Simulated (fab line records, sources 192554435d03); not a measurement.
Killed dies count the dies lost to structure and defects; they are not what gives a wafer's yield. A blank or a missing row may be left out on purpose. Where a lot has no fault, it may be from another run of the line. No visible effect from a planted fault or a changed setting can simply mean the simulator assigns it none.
Which tool is to blame? / flow n5-finfet / 12 lots, 33 wafers sampled, at 2 steps of a route of 1938

== WHAT THE GAUGES SHOWED, per wafer ==
N5_BEOL_M11_OCD_MEAS_38. Usual: trench-depth-nm at 148 nm, with a standard deviation of 3.3.
lot=L202; measured=day 10 23:46; on=ocd-02; trench-depth-nm (nm)=147 148 149; flag=
lot=L206; measured=day 12 12:06; on=ocd-02; trench-depth-nm (nm)=147 142 148; flag=
lot=L205; measured=day 12 13:29; on=ocd-02; trench-depth-nm (nm)=147 148; flag=
lot=L207; measured=day 12 19:56; on=ocd-02; trench-depth-nm (nm)=149 146 150; flag=
lot=L208; measured=day 13 00:01; on=ocd-02; trench-depth-nm (nm)=148 149 150; flag=
lot=L212; measured=day 13 11:09; on=ocd-02; trench-depth-nm (nm)=155 146 154; flag=
lot=L210; measured=day 13 14:04; on=ocd-02; trench-depth-nm (nm)=145 153 155; flag=
lot=L213; measured=day 13 23:06; on=ocd-01; trench-depth-nm (nm)=153 147; flag=
lot=L211; measured=day 14 01:20; on=ocd-01; trench-depth-nm (nm)=148 151; flag=
lot=L215; measured=day 14 06:19; on=ocd-01; trench-depth-nm (nm)=148 153 151; flag=
lot=L222; measured=day 16 20:53; on=ocd-02; trench-depth-nm (nm)=154 147 152; flag=
lot=L223; measured=day 16 21:13; on=ocd-01; trench-depth-nm (nm)=147 143 147; flag=

== TOOL THAT RAN EACH LOT (tool first, then ch and the chambers of the sampled wafers, then the start) ==
lot=L202; N5_BEOL_M11_VIA_ETCH_34=rie-diel-04 ch 0,1, day 10 23:28
lot=L206; N5_BEOL_M11_VIA_ETCH_34=rie-diel-05 ch 0,3, day 12 11:49
lot=L205; N5_BEOL_M11_VIA_ETCH_34=rie-diel-05 ch 1,2, day 12 13:12
lot=L207; N5_BEOL_M11_VIA_ETCH_34=rie-diel-04 ch 0,3, day 12 19:38
lot=L208; N5_BEOL_M11_VIA_ETCH_34=rie-diel-04 ch 0,2, day 12 23:36
lot=L212; N5_BEOL_M11_VIA_ETCH_34=rie-diel-04 ch 1,2,3, day 13 10:52
lot=L210; N5_BEOL_M11_VIA_ETCH_34=rie-diel-04 ch 1,2,3, day 13 13:47
lot=L213; N5_BEOL_M11_VIA_ETCH_34=rie-diel-04 ch 1,3, day 13 22:49
lot=L211; N5_BEOL_M11_VIA_ETCH_34=rie-diel-05 ch 0,1, day 14 01:02
lot=L215; N5_BEOL_M11_VIA_ETCH_34=rie-diel-04 ch 0,2,3, day 14 06:02
lot=L222; N5_BEOL_M11_VIA_ETCH_34=rie-diel-04 ch 1,2,3, day 16 20:37
lot=L223; N5_BEOL_M11_VIA_ETCH_34=rie-diel-01 ch 0,2,3, day 16 20:56
- N5_BEOL_M11_VIA_ETCH_34: etches SiCOH lowk in C4F6/O2, target depth 184.5 nm, time 69.2 s.

== AS READ BY THE TOOLS THEMSELVES (means over the sampled wafers that have a number; for cases with no such wafer, the mark the record gives instead) ==
N5_BEOL_M11_VIA_ETCH_34. Usual: drypump-motor-current-A 5.7 A, standard deviation 0.34; oes_ar_750_au 0.82 a.u., standard deviation 0.09; oes-product-au 0.82 a.u., standard deviation 0.099; rf-vpp-V 662 V, standard deviation 14; showerhead-plenum-p-Torr 2.86 Torr, standard deviation 0.084; throttle-valve-pct 20.78 %, standard deviation 0.23.
lot=L202; tool=rie-diel-04; drypump-motor-current-A (A)=5.8; oes_ar_750_au (a.u.)=0.88; oes-product-au (a.u.)=0.89; rf-vpp-V (V)=659; showerhead-plenum-p-Torr (Torr)=2.92; throttle-valve-pct (%)=20.86; flag=
lot=L206; tool=rie-diel-05; drypump-motor-current-A (A)=5.5; oes_ar_750_au (a.u.)=0.80; oes-product-au (a.u.)=0.79; rf-vpp-V (V)=659; showerhead-plenum-p-Torr (Torr)=2.97; throttle-valve-pct (%)=21.05; flag=
lot=L205; tool=rie-diel-05; drypump-motor-current-A (A)=5.6; oes_ar_750_au (a.u.)=0.71; oes-product-au (a.u.)=0.71; rf-vpp-V (V)=650; showerhead-plenum-p-Torr (Torr)=2.83; throttle-valve-pct (%)=20.82; flag=
lot=L207; tool=rie-diel-04; drypump-motor-current-A (A)=5.8; oes_ar_750_au (a.u.)=0.89; oes-product-au (a.u.)=0.89; rf-vpp-V (V)=660; showerhead-plenum-p-Torr (Torr)=2.91; throttle-valve-pct (%)=20.79; flag=
lot=L208; tool=rie-diel-04; drypump-motor-current-A (A)=5.8; oes_ar_750_au (a.u.)=0.89; oes-product-au (a.u.)=0.89; rf-vpp-V (V)=653; showerhead-plenum-p-Torr (Torr)=2.86; throttle-valve-pct (%)=20.61; flag=
lot=L212; tool=rie-diel-04; drypump-motor-current-A (A)=6.1; oes_ar_750_au (a.u.)=0.89; oes-product-au (a.u.)=0.91; rf-vpp-V (V)=676; showerhead-plenum-p-Torr (Torr)=2.86; throttle-valve-pct (%)=20.61; flag=
lot=L210; tool=rie-diel-04; drypump-motor-current-A (A)=6.1; oes_ar_750_au (a.u.)=0.89; oes-product-au (a.u.)=0.90; rf-vpp-V (V)=675; showerhead-plenum-p-Torr (Torr)=2.86; throttle-valve-pct (%)=20.60; flag=
lot=L213; tool=rie-diel-04; drypump-motor-current-A (A)=6.1; oes_ar_750_au (a.u.)=0.91; oes-product-au (a.u.)=0.93; rf-vpp-V (V)=678; showerhead-plenum-p-Torr (Torr)=2.91; throttle-valve-pct (%)=20.80; flag=
lot=L211; tool=rie-diel-05; drypump-motor-current-A (A)=5.3; oes_ar_750_au (a.u.)=0.80; oes-product-au (a.u.)=0.78; rf-vpp-V (V)=656; showerhead-plenum-p-Torr (Torr)=2.93; throttle-valve-pct (%)=20.85; flag=
lot=L215; tool=rie-diel-04; drypump-motor-current-A (A)=5.9; oes_ar_750_au (a.u.)=0.85; oes-product-au (a.u.)=0.86; rf-vpp-V (V)=661; showerhead-plenum-p-Torr (Torr)=2.86; throttle-valve-pct (%)=20.63; flag=
lot=L222; tool=rie-diel-04; drypump-motor-current-A (A)=6.1; oes_ar_750_au (a.u.)=0.84; oes-product-au (a.u.)=0.85; rf-vpp-V (V)=675; showerhead-plenum-p-Torr (Torr)=2.84; throttle-valve-pct (%)=20.65; flag=
lot=L223; tool=rie-diel-01; drypump-motor-current-A (A)=5.5; oes_ar_750_au (a.u.)=0.78; oes-product-au (a.u.)=0.78; rf-vpp-V (V)=665; showerhead-plenum-p-Torr (Torr)=2.78; throttle-valve-pct (%)=20.93; flag=

== THE ANSWER, worked out from the rows above alone ==
Rule: take the mean of a lot's wafers that have a number; if it is more than 3 standard deviations from the usual mean, the lot is off. Also off: a lot with no number at a reading for which 4 or more lots have one. The other lots that the step has rows for count as sound. After the gauges, taken in route order, come the tools' own readings; for these a lot's mean is taken, as printed above. At the first step where some lot is off, the reading lying furthest off is the one used; lots without a number count as furthest.
No lot is off at any reading shown: from this, nothing can be told.

== WHAT THE SIMULATOR HAD INSERTED ==
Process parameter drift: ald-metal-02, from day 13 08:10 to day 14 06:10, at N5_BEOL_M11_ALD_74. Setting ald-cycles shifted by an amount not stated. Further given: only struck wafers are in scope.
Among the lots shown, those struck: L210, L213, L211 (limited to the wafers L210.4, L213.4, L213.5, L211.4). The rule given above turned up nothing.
